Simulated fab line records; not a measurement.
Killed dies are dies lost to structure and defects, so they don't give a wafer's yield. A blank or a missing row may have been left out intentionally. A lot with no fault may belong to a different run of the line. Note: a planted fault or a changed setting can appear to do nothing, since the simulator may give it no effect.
What tool caused it?	flow nandHarc	13 lots, 39 wafers sampled, at 5 steps of a route of 1159

== WHAT EACH GAUGE READ, for each wafer ==
NHARC_THIN_TSV_CD_MEAS_33 targets a cd of 5000 nm. Usual: cdNm 4998.1 nm, standard deviation 2.1.
lot	measured	on	cdNm (nm)	flag
L119	day 19 15:49	cdSem-03	4997.1 4998.7 4996.4	
L122	day 19 18:29	cdSem-03	4995.7 4995.6 4996.5	
L126	day 20 04:54	cdSem-03	5001.1 4997.7 4998.7	
L124	day 20 07:56	cdSem-03	5000.9 4995.1 4995.7	
L127	day 21 07:21	cdSem-02	4997.6 5001.2 4997.3	
L125	day 21 11:48	cdSem-01	4995.5 4995.3 4996.6	
L136	day 23 09:26	cdSem-01	4997.3 4996.5 4998.3	
L132	day 23 10:09	cdSem-01	4996.4 4997.1 4994.3	
L131	day 23 11:26	cdSem-01	4997.7 4998.6 4998.0	
L133	day 23 13:09	cdSem-01	4998.7 4997.1 4998.7	
L137	day 23 21:43	cdSem-02	5002.0 5003.4 5000.8	
L141	day 24 07:01	cdSem-03	4994.6 4994.6 4995.4	
L142	day 24 20:34	cdSem-01	5001.6 5000.4 4999.0	

NHARC_END_SORT_01. Usual: defectLimitedYield 95.8 %, standard deviation 1.3; killedAtArray 24, standard deviation 8.7; killedAtOther 0.8, standard deviation 1.2; killedAtPeriphery 3.6, standard deviation 2.3; killedDies 28, standard deviation 8.9; killedOpen 3.2, standard deviation 1.9; killedShort 2.0, standard deviation 1.6; sort_bin_2_pct 1.3 %, standard deviation 0.57; sort_bin_3_pct 0.22 %, standard deviation 0.19; sort_bin_4_pct 2.7 %, standard deviation 0.89; sortNPass 649, standard deviation 8.9; sortRimYieldPct 95 %, standard deviation 3.1; sortYieldPct 95.8 %, standard deviation 1.3.
lot	measured	on	defectLimitedYield (%)	killedAtArray	killedAtOther	killedAtPeriphery	killedDies	killedOpen	killedShort	sort_bin_2_pct (%)	sort_bin_3_pct (%)	sort_bin_4_pct (%)	sortNPass	sortRimYieldPct (%)	sortYieldPct (%)	flag
L119	day 20 08:50	prober-02	95.4 96.3 97.2	28 23 17	1 0 0	2 2 2	31 25 19	2 4 1	2 1 3	0.9 1.8 0.7	0.44 0.15 0	3.2 1.8 2.1	646 652 658	97 97 94	95.4 96.3 97.2	
L122	day 20 17:25	prober-02	95.6 95.3 95.9	27 27 26	0 1 1	3 4 1	30 32 28	4 1 5	2 5 3	1.2 1.8 1.0	0.30 0.15 0	3.0 2.8 3.1	647 645 649	95 92 94	95.6 95.3 95.9	
L126	day 21 01:08	prober-02	97.3 96.6 97.3	16 18 17	0 0 0	2 5 1	18 23 18	4 6 4	4 2 2	0.9 0.7 1.2	0.15 0.15 0.15	1.6 2.5 1.3	659 654 659	99 97 98	97.3 96.6 97.3	
L124	day 21 07:55	prober-01	94.1 95.4 95.4	35 26 28	1 1 1	4 4 2	40 31 31	1 3 2	2 1 2	2.8 0.6 1.9	0.15 0.30 0.15	3.0 3.7 2.5	637 646 646	92 91 92	94.1 95.4 95.4	
L127	day 21 16:46	prober-02	94.4 95.9 94.8	30 22 24	0 1 2	8 5 9	38 28 35	2 2 7	2 2 3	1.6 1.6 1.9	0.44 0.44 0.15	3.5 2.1 3.1	639 649 642	95 92 98	94.4 95.9 94.8	
L125	day 22 00:25	prober-01	95.6 96.0 96.2	24 26 25	3 1 0	3 0 1	30 27 26	4 2 2	2 3 2	1.3 1.3 1.2	0.44 0.15 0.15	2.7 2.5 2.5	647 650 651	92 94 94	95.6 96.0 96.2	
L136	day 23 18:08	prober-02	95.3 94.5 95.6	31 36 30	0 0 0	1 1 0	32 37 30	0 1 2	1 3 1	1.3 2.4 1.9	0.30 0.15 0.44	3.1 3.0 2.1	645 640 647	92 87 97	95.3 94.5 95.6	
L132	day 23 18:58	prober-01	96.6 95.4 96.9	14 23 13	1 0 1	8 8 7	23 31 21	3 6 1	2 3 5	1.2 0.9 0.7	0.44 0.15 0.15	1.8 3.5 2.2	654 646 656	96 96 98	96.6 95.4 96.9	
L131	day 24 01:56	prober-02	95.0 93.9 96.0	26 29 20	4 2 1	4 10 6	34 41 27	3 6 3	4 3 1	2.1 2.7 1.3	0.59 0.15 0	2.4 3.2 2.7	643 636 650	94 97 97	95.0 93.9 96.0	
L133	day 24 01:56	prober-01	95.3 83.9 93.4	31 107 42	1 1 0	0 1 3	32 109 45	1 3 8	0 0 1	1.5 5.8 2.5	0.30 3.99 0.30	3.0 6.4 3.8	645 568 632	92 97 85	95.3 83.9 93.4	OFF
L137	day 24 18:20	prober-01	98.5 97.3 85.4	7 11 93	0 1 1	3 6 5	10 18 99	3 1 2	0 3 2	0.7 0.7 6.4	0 0.30 2.81	0.7 1.6 5.5	667 659 578	98 95 97	98.5 97.3 85.4	OFF
L141	day 25 01:21	prober-01	97.0 97.2 95.9	18 18 26	2 0 0	0 1 2	20 19 28	2 0 3	0 1 7	0.9 0.7 1.3	0 0.15 0.15	2.1 1.9 2.7	657 658 649	99 96 97	97.0 97.2 95.9	
L142	day 25 09:56	prober-01	96.0 96.3 95.9	17 13 19	5 6 3	5 6 6	27 25 28	1 1 2	3 3 2	1.3 1.6 1.3	0.15 0.15 0.15	2.5 1.9 2.7	650 652 649	96 95 94	96.0 96.3 95.9	OFF

== WHICH TOOL RAN EACH LOT (tool, then ch and the chambers of the sampled wafers, then the start) ==
lot	NHARC_A_M0_STRIP_19	NHARC_THIN_TSV_STRIP_45	NHARC_THIN_TSV_CMP_21
L119	wetBench-02 ch 1,5,7, day 18 03:47	plasmaAsher-01 ch 0,1, day 19 10:58	cmp-04 ch 1,2, day 19 14:22
L122	wetBench-02 ch 2,5,7, day 18 10:47	plasmaAsher-02 ch 0,1, day 19 13:30	cmp-02 ch 0,3, day 19 16:52
L126	wetBench-02 ch 2,3,4, day 18 20:01	plasmaAsher-02 ch 1, day 19 23:25	cmp-02 ch 0,2, day 20 03:18
L124	wetBench-01 ch 1,2,3, day 19 00:22	plasmaAsher-02 ch 0,1, day 20 02:38	cmp-04 ch 0,2,3, day 20 06:13
L127	wetBench-01 ch 0,5,7, day 20 01:17	plasmaAsher-02 ch 0,1, day 21 02:37	cmp-02 ch 0,2,3, day 21 05:55
L125	wetBench-01 ch 0,1,6, day 20 06:30	plasmaAsher-02 ch 0,1, day 21 06:55	cmp-04 ch 1,2, day 21 10:14
L136	wetBench-02 ch 4,5,7, day 22 00:20	plasmaAsher-02 ch 1, day 23 04:31	cmp-03 ch 1,3, day 23 07:48
L132	wetBench-01 ch 0,2,4, day 22 00:56	plasmaAsher-01 ch 0,1, day 23 05:25	cmp-03 ch 0,1,2, day 23 08:41
L131	wetBench-04 ch 0,2,4, day 22 02:49	plasmaAsher-01 ch 0,1, day 23 06:25	cmp-03 ch 0,1,2, day 23 09:50
L133	wetBench-01 ch 3,5,6, day 22 03:35	plasmaAsher-01 ch 0,1, day 23 07:48	cmp-02 ch 0,2,3, day 23 11:41
L137	wetBench-01 ch 3,4,5, day 22 16:12	plasmaAsher-01 ch 1, day 23 16:40	cmp-02 ch 0,1,3, day 23 20:10
L141	wetBench-04 ch 1,4,7, day 23 01:02	plasmaAsher-01 ch 0,1, day 24 02:10	cmp-04 ch 1,2, day 24 05:26
L142	wetBench-02 ch 1,6,7, day 23 16:12	plasmaAsher-01 ch 0,1, day 24 15:53	cmp-03 ch 1,3, day 24 19:05
- NHARC_A_M0_STRIP_19: strips in post etch residue remover, time 600 s.
- NHARC_THIN_TSV_STRIP_45: strips in O2.
- NHARC_THIN_TSV_CMP_21: polishes, t overpolish 30 s, target thk 2000 nm.

== WHAT THE TOOLS THEMSELVES READ (means of the sampled wafers that have a number; where no wafer has one, the mark that the record gives instead) ==
NHARC_THIN_TSV_STRIP_45. Usual: drypumpMotorCurrentA 5.7 A, standard deviation 0.39; heaterPowerW 337 W, standard deviation 37.
lot	tool	drypumpMotorCurrentA (A)	heaterPowerW (W)	flag
L119	plasmaAsher-01	6.0	336	
L122	plasmaAsher-02	5.3	319	
L126	plasmaAsher-02	5.1	282	
L124	plasmaAsher-02	5.3	327	
L127	plasmaAsher-02	5.3	324	
L125	plasmaAsher-02	5.5	354	
L136	plasmaAsher-02	5.1	285	
L132	plasmaAsher-01	5.8	332	
L131	plasmaAsher-01	5.8	329	
L133	plasmaAsher-01	5.8	329	
L137	plasmaAsher-01	6.2	344	
L141	plasmaAsher-01	5.9	336	
L142	plasmaAsher-01	5.8	333	

NHARC_THIN_TSV_CMP_21. Usual: motorCurrentA 12.0 A, standard deviation 0.83; overpolishRunS 29.999 s, standard deviation 0.0091; slurryFilterDpKPa 13.51 kPa, standard deviation 0.12.
lot	tool	motorCurrentA (A)	overpolishRunS (s)	slurryFilterDpKPa (kPa)	flag
L119	cmp-04	12.3	29.997	13.63	
L122	cmp-02	12.6	29.999	13.59	
L126	cmp-02	12.7	29.999	13.54	
L124	cmp-04	12.3	29.992	13.37	
L127	cmp-02	12.8	30.004	13.42	
L125	cmp-04	11.4	29.999	13.64	
L136	cmp-03	12.1	30.000	13.49	
L132	cmp-03	11.1	29.995	13.40	
L131	cmp-03	11.3	29.997	13.54	
L133	cmp-02	13.0	30.008	13.52	
L137	cmp-02	12.3	29.998	13.45	
L141	cmp-04	11.8	29.996	13.51	
L142	cmp-03	11.6	29.997	13.45	

== THE ANSWER, worked out from the rows above alone ==
Rule: lot off if the mean of its wafers having a number is beyond 3 standard deviations from the usual mean. Also off: a lot with no number at a reading for which 4 or more lots have one. All remaining lots with rows at the step are treated as sound. After the gauges, taken in route order, come the tools' own readings; for these a lot's mean is taken, as printed above. At the first step where some lot is off, the reading lying furthest off is the one used; lots without a number count as furthest.
Off: L133, L137, at NHARC_END_SORT_01 (sort_bin_3_pct).
If a tool, at a process step before that reading, ran all the lots that are off and no sound lot after the first of them, it fits. The gauges at NHARC_END_SORT_01 are tried like those tools. 2 tools fit, wetBench-01 at NHARC_A_M0_STRIP_19 and cmp-02 at NHARC_THIN_TSV_CMP_21, so this cannot tell which one it is.

== WHAT THE SIMULATOR HAD INSERTED ==
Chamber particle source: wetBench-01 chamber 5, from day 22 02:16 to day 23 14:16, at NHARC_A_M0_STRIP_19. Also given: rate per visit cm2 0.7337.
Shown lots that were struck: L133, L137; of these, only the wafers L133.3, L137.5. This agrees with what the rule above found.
